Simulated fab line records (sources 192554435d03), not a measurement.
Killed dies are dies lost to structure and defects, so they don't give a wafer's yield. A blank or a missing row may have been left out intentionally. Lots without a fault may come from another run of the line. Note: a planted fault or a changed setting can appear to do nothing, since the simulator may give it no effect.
Matching of chambers :: flow n5Finfet :: N5_HKMG_FIN_ETCH_32 on rieDiel-03 has 4 sister chambers
The step etches SOC in N2/H2, target depth 240 nm, time 300 s. 4 wafers are shown with their chamber, then 8 later ones without.

EACH WAFER AND ITS CHAMBER
wafer: L081.1
chamber: 3
throttleValvePct (%): 17.40

wafer: L081.2
chamber: 0
throttleValvePct (%): 17.87

wafer: L081.3
chamber: 1
throttleValvePct (%): 18.25

wafer: L081.4
chamber: 2
throttleValvePct (%): 17.51

WAFERS MISSING THEIR CHAMBER
wafer: L081.5
throttleValvePct (%): 17.40

wafer: L081.6
throttleValvePct (%): 17.54

wafer: L083.2
throttleValvePct (%): 17.85

wafer: L083.5
throttleValvePct (%): 17.41

wafer: L083.6
throttleValvePct (%): 17.54

wafer: L084.3
throttleValvePct (%): 17.53

wafer: L084.5
throttleValvePct (%): 17.86

wafer: L084.6
throttleValvePct (%): 17.39

WHICH CHAMBER EACH WENT THROUGH
wafer: L081.5
from the rows above: 3
in truth: 3

wafer: L081.6
from the rows above: 2
in truth: 2

wafer: L083.2
from the rows above: 0
in truth: 0

wafer: L083.5
from the rows above: 3
in truth: 3

wafer: L083.6
from the rows above: 2
in truth: 2

wafer: L084.3
from the rows above: 2
in truth: 2

wafer: L084.5
from the rows above: 0
in truth: 0

wafer: L084.6
from the rows above: 3
in truth: 3
Correct placement for 8 of the 8. Left unplaced by these rows: 0. Number placed wrongly: 0.
How it was worked out, from the rows above alone: a wafer's distance from a chamber is the root of the sum, over the readings, of the square of ((its reading less the chamber's mean) divided by the reading's scatter). If the next closest chamber is less than 2 further off than the closest, the wafer can't be placed; otherwise it belongs to the closest. A chamber's mean is the mean of its shown wafers. The scatter (one wafer shown for each chamber): square how far every hidden wafer sits from the nearest shown wafer, average those squares and take the square root.
